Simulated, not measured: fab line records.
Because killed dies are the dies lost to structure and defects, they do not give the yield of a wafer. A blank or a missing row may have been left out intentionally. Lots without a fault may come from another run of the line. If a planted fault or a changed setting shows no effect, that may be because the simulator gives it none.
What tool caused it? / flow n5-finfet / 72 wafers from 24 lots sampled at 5 of the route's 1938 steps

== WHAT THE GAUGES READ, wafer by wafer ==
N5_BEOL_M2_INSPECT_59: inspects for defects (darkfield).
lot=L074; measured=day 7 00:07; on=defect-inspect-01; raw-defect-count=114 59 86
lot=L075; measured=day 7 02:05; on=defect-inspect-01; raw-defect-count=106 74 98
lot=L076; measured=day 7 08:44; on=defect-inspect-01; raw-defect-count=79 69 62
lot=L077; measured=day 7 19:17; on=defect-inspect-01; raw-defect-count=73 57 63
lot=L078; measured=day 8 02:24; on=defect-inspect-02; raw-defect-count=63 35 100
lot=L079; measured=day 8 07:28; on=defect-inspect-01; raw-defect-count=45 40 47
lot=L080; measured=day 8 10:31; on=defect-inspect-01; raw-defect-count=87 76 51
lot=L081; measured=day 8 21:41; on=defect-inspect-02; raw-defect-count=86 96 82
lot=L082; measured=day 9 01:17; on=defect-inspect-01; raw-defect-count=99 50 44
lot=L084; measured=day 9 03:28; on=defect-inspect-02; raw-defect-count=66 65 89
lot=L083; measured=day 9 03:32; on=defect-inspect-02; raw-defect-count=71 78 82
lot=L085; measured=day 9 15:56; on=defect-inspect-01; raw-defect-count=55 99 74
lot=L086; measured=day 10 02:47; on=defect-inspect-01; raw-defect-count=74 56 68
lot=L088; measured=day 10 12:59; on=defect-inspect-01; raw-defect-count=76 73 117
lot=L087; measured=day 10 15:03; on=defect-inspect-01; raw-defect-count=73 39 33
lot=L089; measured=day 10 16:37; on=defect-inspect-02; raw-defect-count=121 102 126
lot=L090; measured=day 10 21:43; on=defect-inspect-01; raw-defect-count=66 59 44
lot=L092; measured=day 11 04:56; on=defect-inspect-01; raw-defect-count=63 35 48
lot=L091; measured=day 11 05:12; on=defect-inspect-01; raw-defect-count=163 116 125
lot=L093; measured=day 11 14:56; on=defect-inspect-02; raw-defect-count=109 79 73
lot=L094; measured=day 11 18:20; on=defect-inspect-01; raw-defect-count=64 45 67
lot=L095; measured=day 12 16:25; on=defect-inspect-02; raw-defect-count=41 37 72
lot=L096; measured=day 12 18:56; on=defect-inspect-01; raw-defect-count=72 105 92
lot=L097; measured=day 12 22:41; on=defect-inspect-02; raw-defect-count=125 89 77

== TOOL THAT RAN EACH LOT (tool first, then ch and the chambers of the sampled wafers, then the start) ==
lot=L074; N5_BEOL_M2_ANNEAL_80=pvd-sputter-01, day 6 20:20; N5_BEOL_M2_SPUTTER_94=pvd-sputter-01, day 6 21:35; N5_BEOL_M2_ANNEAL_95=pvd-sputter-01, day 6 21:40; N5_BEOL_M2_CO_CAP_55=cvd-co-02 ch 0,1, day 6 23:54
lot=L075; N5_BEOL_M2_ANNEAL_80=pvd-sputter-01, day 6 23:34; N5_BEOL_M2_SPUTTER_94=pvd-sputter-01, day 7 00:48; N5_BEOL_M2_ANNEAL_95=pvd-sputter-01, day 7 00:53; N5_BEOL_M2_CO_CAP_55=cvd-co-02 ch 0,1,2, day 7 01:53
lot=L076; N5_BEOL_M2_ANNEAL_80=pvd-sputter-02, day 7 06:13; N5_BEOL_M2_SPUTTER_94=pvd-sputter-02, day 7 07:27; N5_BEOL_M2_ANNEAL_95=pvd-sputter-02, day 7 07:32; N5_BEOL_M2_CO_CAP_55=cvd-co-02 ch 1,2, day 7 08:32
lot=L077; N5_BEOL_M2_ANNEAL_80=pvd-sputter-01, day 7 16:43; N5_BEOL_M2_SPUTTER_94=pvd-sputter-01, day 7 17:58; N5_BEOL_M2_ANNEAL_95=pvd-sputter-01, day 7 18:02; N5_BEOL_M2_CO_CAP_55=cvd-co-01 ch 0,1,2, day 7 19:04
lot=L078; N5_BEOL_M2_ANNEAL_80=pvd-sputter-02, day 7 23:52; N5_BEOL_M2_SPUTTER_94=pvd-sputter-02, day 8 01:07; N5_BEOL_M2_ANNEAL_95=pvd-sputter-02, day 8 01:11; N5_BEOL_M2_CO_CAP_55=cvd-co-01 ch 0,1,2, day 8 02:14
lot=L079; N5_BEOL_M2_ANNEAL_80=pvd-sputter-03, day 8 04:56; N5_BEOL_M2_SPUTTER_94=pvd-sputter-03, day 8 06:10; N5_BEOL_M2_ANNEAL_95=pvd-sputter-03, day 8 06:15; N5_BEOL_M2_CO_CAP_55=cvd-co-02 ch 0,1,2, day 8 07:15
lot=L080; N5_BEOL_M2_ANNEAL_80=pvd-sputter-01, day 8 07:56; N5_BEOL_M2_SPUTTER_94=pvd-sputter-01, day 8 09:13; N5_BEOL_M2_ANNEAL_95=pvd-sputter-01, day 8 09:18; N5_BEOL_M2_CO_CAP_55=cvd-co-01 ch 1,2, day 8 10:19
lot=L081; N5_BEOL_M2_ANNEAL_80=pvd-sputter-01, day 8 18:25; N5_BEOL_M2_SPUTTER_94=pvd-sputter-01, day 8 19:40; N5_BEOL_M2_ANNEAL_95=pvd-sputter-01, day 8 19:44; N5_BEOL_M2_CO_CAP_55=cvd-co-01 ch 1,2, day 8 21:29
lot=L082; N5_BEOL_M2_ANNEAL_80=pvd-sputter-03, day 8 22:33; N5_BEOL_M2_SPUTTER_94=pvd-sputter-03, day 8 23:47; N5_BEOL_M2_ANNEAL_95=pvd-sputter-03, day 8 23:52; N5_BEOL_M2_CO_CAP_55=cvd-co-02 ch 0,1,2, day 9 01:05
lot=L084; N5_BEOL_M2_ANNEAL_80=pvd-sputter-02, day 9 00:54; N5_BEOL_M2_SPUTTER_94=pvd-sputter-02, day 9 02:08; N5_BEOL_M2_ANNEAL_95=pvd-sputter-02, day 9 02:13; N5_BEOL_M2_CO_CAP_55=cvd-co-02 ch 1,2, day 9 03:16
lot=L083; N5_BEOL_M2_ANNEAL_80=pvd-sputter-01, day 9 01:01; N5_BEOL_M2_SPUTTER_94=pvd-sputter-01, day 9 02:15; N5_BEOL_M2_ANNEAL_95=pvd-sputter-01, day 9 02:20; N5_BEOL_M2_CO_CAP_55=cvd-co-01 ch 0,2, day 9 03:20
lot=L085; N5_BEOL_M2_ANNEAL_80=pvd-sputter-01, day 9 13:23; N5_BEOL_M2_SPUTTER_94=pvd-sputter-01, day 9 14:38; N5_BEOL_M2_ANNEAL_95=pvd-sputter-01, day 9 14:43; N5_BEOL_M2_CO_CAP_55=cvd-co-02 ch 0,2, day 9 15:44
lot=L086; N5_BEOL_M2_ANNEAL_80=pvd-sputter-02, day 10 00:11; N5_BEOL_M2_SPUTTER_94=pvd-sputter-02, day 10 01:25; N5_BEOL_M2_ANNEAL_95=pvd-sputter-02, day 10 01:30; N5_BEOL_M2_CO_CAP_55=cvd-co-01 ch 0,1,2, day 10 02:35
lot=L088; N5_BEOL_M2_ANNEAL_80=pvd-sputter-03, day 10 10:22; N5_BEOL_M2_SPUTTER_94=pvd-sputter-03, day 10 11:36; N5_BEOL_M2_ANNEAL_95=pvd-sputter-03, day 10 11:41; N5_BEOL_M2_CO_CAP_55=cvd-co-01 ch 1,2, day 10 12:45
lot=L087; N5_BEOL_M2_ANNEAL_80=pvd-sputter-03, day 10 12:12; N5_BEOL_M2_SPUTTER_94=pvd-sputter-03, day 10 13:26; N5_BEOL_M2_ANNEAL_95=pvd-sputter-03, day 10 13:31; N5_BEOL_M2_CO_CAP_55=cvd-co-01 ch 0,1,2, day 10 14:50
lot=L089; N5_BEOL_M2_ANNEAL_80=pvd-sputter-03, day 10 14:02; N5_BEOL_M2_SPUTTER_94=pvd-sputter-03, day 10 15:17; N5_BEOL_M2_ANNEAL_95=pvd-sputter-03, day 10 15:22; N5_BEOL_M2_CO_CAP_55=cvd-co-02 ch 1,2, day 10 16:23
lot=L090; N5_BEOL_M2_ANNEAL_80=pvd-sputter-01, day 10 19:05; N5_BEOL_M2_SPUTTER_94=pvd-sputter-01, day 10 20:19; N5_BEOL_M2_ANNEAL_95=pvd-sputter-01, day 10 20:24; N5_BEOL_M2_CO_CAP_55=cvd-co-01 ch 1,2, day 10 21:29
lot=L092; N5_BEOL_M2_ANNEAL_80=pvd-sputter-01, day 11 02:23; N5_BEOL_M2_SPUTTER_94=pvd-sputter-01, day 11 03:37; N5_BEOL_M2_ANNEAL_95=pvd-sputter-01, day 11 03:42; N5_BEOL_M2_CO_CAP_55=cvd-co-02 ch 0,1,2, day 11 04:44
lot=L091; N5_BEOL_M2_ANNEAL_80=pvd-sputter-03, day 11 02:40; N5_BEOL_M2_SPUTTER_94=pvd-sputter-03, day 11 03:55; N5_BEOL_M2_ANNEAL_95=pvd-sputter-03, day 11 03:59; N5_BEOL_M2_CO_CAP_55=cvd-co-01 ch 0,1,2, day 11 04:59
lot=L093; N5_BEOL_M2_ANNEAL_80=pvd-sputter-01, day 11 12:23; N5_BEOL_M2_SPUTTER_94=pvd-sputter-01, day 11 13:38; N5_BEOL_M2_ANNEAL_95=pvd-sputter-01, day 11 13:43; N5_BEOL_M2_CO_CAP_55=cvd-co-02 ch 0,1,2, day 11 14:44
lot=L094; N5_BEOL_M2_ANNEAL_80=pvd-sputter-03, day 11 15:43; N5_BEOL_M2_SPUTTER_94=pvd-sputter-03, day 11 16:57; N5_BEOL_M2_ANNEAL_95=pvd-sputter-03, day 11 17:02; N5_BEOL_M2_CO_CAP_55=cvd-co-02 ch 0,1,2, day 11 18:06
lot=L095; N5_BEOL_M2_ANNEAL_80=pvd-sputter-03, day 12 13:52; N5_BEOL_M2_SPUTTER_94=pvd-sputter-03, day 12 15:07; N5_BEOL_M2_ANNEAL_95=pvd-sputter-03, day 12 15:11; N5_BEOL_M2_CO_CAP_55=cvd-co-01 ch 1,2, day 12 16:13
lot=L096; N5_BEOL_M2_ANNEAL_80=pvd-sputter-03, day 12 16:23; N5_BEOL_M2_SPUTTER_94=pvd-sputter-03, day 12 17:38; N5_BEOL_M2_ANNEAL_95=pvd-sputter-03, day 12 17:43; N5_BEOL_M2_CO_CAP_55=cvd-co-01 ch 0,1,2, day 12 18:43
lot=L097; N5_BEOL_M2_ANNEAL_80=pvd-sputter-03, day 12 20:02; N5_BEOL_M2_SPUTTER_94=pvd-sputter-03, day 12 21:16; N5_BEOL_M2_ANNEAL_95=pvd-sputter-03, day 12 21:21; N5_BEOL_M2_CO_CAP_55=cvd-co-01 ch 0,1,2, day 12 22:28
- N5_BEOL_M2_ANNEAL_80: time 240 s.
- N5_BEOL_M2_SPUTTER_94: material Cu, target thk 4.5 nm, time 8.29 s.
- N5_BEOL_M2_ANNEAL_95: time 240 s.
- N5_BEOL_M2_CO_CAP_55: material Co, precursor CCTBA/H2, target thk 2 nm, time 102.1 s.

== WHAT THE TOOLS THEMSELVES READ (means of the sampled wafers that have a number; where no wafer has one, the mark that the record gives instead) ==
N5_BEOL_M2_ANNEAL_80.
lot=L074; tool=pvd-sputter-01; heater-power-w (W)=844; susceptor-temp-C (C)=400.06
lot=L075; tool=pvd-sputter-01; heater-power-w (W)=795; susceptor-temp-C (C)=400.14
lot=L076; tool=pvd-sputter-02; heater-power-w (W)=881; susceptor-temp-C (C)=399.88
lot=L077; tool=pvd-sputter-01; heater-power-w (W)=804; susceptor-temp-C (C)=400.02
lot=L078; tool=pvd-sputter-02; heater-power-w (W)=953; susceptor-temp-C (C)=400.13
lot=L079; tool=pvd-sputter-03; heater-power-w (W)=803; susceptor-temp-C (C)=400.21
lot=L080; tool=pvd-sputter-01; heater-power-w (W)=786; susceptor-temp-C (C)=400.13
lot=L081; tool=pvd-sputter-01; heater-power-w (W)=744; susceptor-temp-C (C)=400.00
lot=L082; tool=pvd-sputter-03; heater-power-w (W)=749; susceptor-temp-C (C)=400.00
lot=L084; tool=pvd-sputter-02; heater-power-w (W)=896; susceptor-temp-C (C)=399.94
lot=L083; tool=pvd-sputter-01; heater-power-w (W)=818; susceptor-temp-C (C)=399.96
lot=L085; tool=pvd-sputter-01; heater-power-w (W)=798; susceptor-temp-C (C)=399.99
lot=L086; tool=pvd-sputter-02; heater-power-w (W)=869; susceptor-temp-C (C)=400.08
lot=L088; tool=pvd-sputter-03; heater-power-w (W)=784; susceptor-temp-C (C)=400.25
lot=L087; tool=pvd-sputter-03; heater-power-w (W)=796; susceptor-temp-C (C)=400.07
lot=L089; tool=pvd-sputter-03; heater-power-w (W)=754; susceptor-temp-C (C)=399.96
lot=L090; tool=pvd-sputter-01; heater-power-w (W)=844; susceptor-temp-C (C)=400.16
lot=L092; tool=pvd-sputter-01; heater-power-w (W)=849; susceptor-temp-C (C)=400.08
lot=L091; tool=pvd-sputter-03; heater-power-w (W)=831; susceptor-temp-C (C)=400.03
lot=L093; tool=pvd-sputter-01; heater-power-w (W)=766; susceptor-temp-C (C)=399.81
lot=L094; tool=pvd-sputter-03; heater-power-w (W)=799; susceptor-temp-C (C)=400.09
lot=L095; tool=pvd-sputter-03; heater-power-w (W)=769; susceptor-temp-C (C)=400.02
lot=L096; tool=pvd-sputter-03; heater-power-w (W)=757; susceptor-temp-C (C)=399.88
lot=L097; tool=pvd-sputter-03; heater-power-w (W)=756; susceptor-temp-C (C)=400.08

N5_BEOL_M2_SPUTTER_94.
lot=L074; tool=pvd-sputter-01; susceptor-temp-C (C)=-19.87; throttle-valve-pct (%)=30.4
lot=L075; tool=pvd-sputter-01; susceptor-temp-C (C)=-19.94; throttle-valve-pct (%)=30.1
lot=L076; tool=pvd-sputter-02; susceptor-temp-C (C)=-20.09; throttle-valve-pct (%)=29.5
lot=L077; tool=pvd-sputter-01; susceptor-temp-C (C)=-20.05; throttle-valve-pct (%)=30.3
lot=L078; tool=pvd-sputter-02; susceptor-temp-C (C)=-19.99; throttle-valve-pct (%)=30.6
lot=L079; tool=pvd-sputter-03; susceptor-temp-C (C)=-19.92; throttle-valve-pct (%)=30.1
lot=L080; tool=pvd-sputter-01; susceptor-temp-C (C)=-19.98; throttle-valve-pct (%)=30.2
lot=L081; tool=pvd-sputter-01; susceptor-temp-C (C)=-20.01; throttle-valve-pct (%)=30.1
lot=L082; tool=pvd-sputter-03; susceptor-temp-C (C)=-20.04; throttle-valve-pct (%)=30.5
lot=L084; tool=pvd-sputter-02; susceptor-temp-C (C)=-20.05; throttle-valve-pct (%)=30.4
lot=L083; tool=pvd-sputter-01; susceptor-temp-C (C)=-19.96; throttle-valve-pct (%)=30.0
lot=L085; tool=pvd-sputter-01; susceptor-temp-C (C)=-20.03; throttle-valve-pct (%)=30.4
lot=L086; tool=pvd-sputter-02; susceptor-temp-C (C)=-19.96; throttle-valve-pct (%)=31.1
lot=L088; tool=pvd-sputter-03; susceptor-temp-C (C)=-20.11; throttle-valve-pct (%)=30.0
lot=L087; tool=pvd-sputter-03; susceptor-temp-C (C)=-20.00; throttle-valve-pct (%)=29.8
lot=L089; tool=pvd-sputter-03; susceptor-temp-C (C)=-19.98; throttle-valve-pct (%)=30.2
lot=L090; tool=pvd-sputter-01; susceptor-temp-C (C)=-20.04; throttle-valve-pct (%)=30.4
lot=L092; tool=pvd-sputter-01; susceptor-temp-C (C)=-20.04; throttle-valve-pct (%)=30.5
lot=L091; tool=pvd-sputter-03; susceptor-temp-C (C)=-19.97; throttle-valve-pct (%)=29.5
lot=L093; tool=pvd-sputter-01; susceptor-temp-C (C)=-19.95; throttle-valve-pct (%)=29.8
lot=L094; tool=pvd-sputter-03; susceptor-temp-C (C)=-20.04; throttle-valve-pct (%)=30.1
lot=L095; tool=pvd-sputter-03; susceptor-temp-C (C)=-19.93; throttle-valve-pct (%)=30.4
lot=L096; tool=pvd-sputter-03; susceptor-temp-C (C)=-20.00; throttle-valve-pct (%)=30.5
lot=L097; tool=pvd-sputter-03; susceptor-temp-C (C)=-20.04; throttle-valve-pct (%)=30.6

N5_BEOL_M2_ANNEAL_95.
lot=L074; tool=pvd-sputter-01; heater-power-w (W)=835; susceptor-temp-C (C)=400.00
lot=L075; tool=pvd-sputter-01; heater-power-w (W)=786; susceptor-temp-C (C)=399.96
lot=L076; tool=pvd-sputter-02; heater-power-w (W)=879; susceptor-temp-C (C)=399.94
lot=L077; tool=pvd-sputter-01; heater-power-w (W)=809; susceptor-temp-C (C)=399.94
lot=L078; tool=pvd-sputter-02; heater-power-w (W)=957; susceptor-temp-C (C)=400.18
lot=L079; tool=pvd-sputter-03; heater-power-w (W)=795; susceptor-temp-C (C)=400.04
lot=L080; tool=pvd-sputter-01; heater-power-w (W)=773; susceptor-temp-C (C)=400.03
lot=L081; tool=pvd-sputter-01; heater-power-w (W)=745; susceptor-temp-C (C)=400.04
lot=L082; tool=pvd-sputter-03; heater-power-w (W)=772; susceptor-temp-C (C)=399.93
lot=L084; tool=pvd-sputter-02; heater-power-w (W)=889; susceptor-temp-C (C)=400.05
lot=L083; tool=pvd-sputter-01; heater-power-w (W)=817; susceptor-temp-C (C)=400.01
lot=L085; tool=pvd-sputter-01; heater-power-w (W)=801; susceptor-temp-C (C)=400.03
lot=L086; tool=pvd-sputter-02; heater-power-w (W)=864; susceptor-temp-C (C)=399.98
lot=L088; tool=pvd-sputter-03; heater-power-w (W)=783; susceptor-temp-C (C)=399.96
lot=L087; tool=pvd-sputter-03; heater-power-w (W)=806; susceptor-temp-C (C)=400.06
lot=L089; tool=pvd-sputter-03; heater-power-w (W)=743; susceptor-temp-C (C)=399.96
lot=L090; tool=pvd-sputter-01; heater-power-w (W)=832; susceptor-temp-C (C)=399.91
lot=L092; tool=pvd-sputter-01; heater-power-w (W)=843; susceptor-temp-C (C)=399.77
lot=L091; tool=pvd-sputter-03; heater-power-w (W)=823; susceptor-temp-C (C)=399.94
lot=L093; tool=pvd-sputter-01; heater-power-w (W)=765; susceptor-temp-C (C)=400.11
lot=L094; tool=pvd-sputter-03; heater-power-w (W)=799; susceptor-temp-C (C)=400.09
lot=L095; tool=pvd-sputter-03; heater-power-w (W)=767; susceptor-temp-C (C)=400.02
lot=L096; tool=pvd-sputter-03; heater-power-w (W)=768; susceptor-temp-C (C)=400.03
lot=L097; tool=pvd-sputter-03; heater-power-w (W)=760; susceptor-temp-C (C)=400.18

N5_BEOL_M2_CO_CAP_55.
lot=L074; tool=cvd-co-02; heater-power-w (W)=233; susceptor-temp-C (C)=200.02
lot=L075; tool=cvd-co-02; heater-power-w (W)=242; susceptor-temp-C (C)=199.94
lot=L076; tool=cvd-co-02; heater-power-w (W)=247; susceptor-temp-C (C)=199.84
lot=L077; tool=cvd-co-01; heater-power-w (W)=261; susceptor-temp-C (C)=199.84
lot=L078; tool=cvd-co-01; heater-power-w (W)=262; susceptor-temp-C (C)=200.02
lot=L079; tool=cvd-co-02; heater-power-w (W)=245; susceptor-temp-C (C)=199.89
lot=L080; tool=cvd-co-01; heater-power-w (W)=269; susceptor-temp-C (C)=199.94
lot=L081; tool=cvd-co-01; heater-power-w (W)=293; susceptor-temp-C (C)=200.22
lot=L082; tool=cvd-co-02; heater-power-w (W)=246; susceptor-temp-C (C)=199.98
lot=L084; tool=cvd-co-02; heater-power-w (W)=250; susceptor-temp-C (C)=199.98
lot=L083; tool=cvd-co-01; heater-power-w (W)=233; susceptor-temp-C (C)=199.87
lot=L085; tool=cvd-co-02; heater-power-w (W)=241; susceptor-temp-C (C)=200.01
lot=L086; tool=cvd-co-01; heater-power-w (W)=261; susceptor-temp-C (C)=199.95
lot=L088; tool=cvd-co-01; heater-power-w (W)=265; susceptor-temp-C (C)=199.99
lot=L087; tool=cvd-co-01; heater-power-w (W)=258; susceptor-temp-C (C)=199.82
lot=L089; tool=cvd-co-02; heater-power-w (W)=248; susceptor-temp-C (C)=199.93
lot=L090; tool=cvd-co-01; heater-power-w (W)=286; susceptor-temp-C (C)=199.92
lot=L092; tool=cvd-co-02; heater-power-w (W)=245; susceptor-temp-C (C)=199.90
lot=L091; tool=cvd-co-01; heater-power-w (W)=264; susceptor-temp-C (C)=199.91
lot=L093; tool=cvd-co-02; heater-power-w (W)=244; susceptor-temp-C (C)=199.99
lot=L094; tool=cvd-co-02; heater-power-w (W)=244; susceptor-temp-C (C)=199.82
lot=L095; tool=cvd-co-01; heater-power-w (W)=285; susceptor-temp-C (C)=199.94
lot=L096; tool=cvd-co-01; heater-power-w (W)=266; susceptor-temp-C (C)=200.06
lot=L097; tool=cvd-co-01; heater-power-w (W)=262; susceptor-temp-C (C)=199.94

== THE ANSWER, worked out from the rows above alone ==
Rule: usual is defined by the lots themselves. Put in order of their means at a reading, lots are off if they are a third of the lots or fewer, leave a main group of 4 or more, and stand apart from it by a gap of 3 or more times the standard deviation of the main group's means; of several such gaps the widest counts. The tables above print the reading to a certain number of digits; a main group whose means all agree to those digits is not used. Also off: a lot with no number at a reading for which 4 or more lots have one. Any other lot the step has rows for is counted as sound. Order of review: gauges by route order, followed by the tools' own readings, for which a lot's mean as printed above is used. The first step at which some lot is off is used, and at that step the reading that is off furthest; a lot without a number counts as furthest.
No lot is off at any reading shown: from this, nothing can be told.

== WHAT THE SIMULATOR HAD INSERTED ==
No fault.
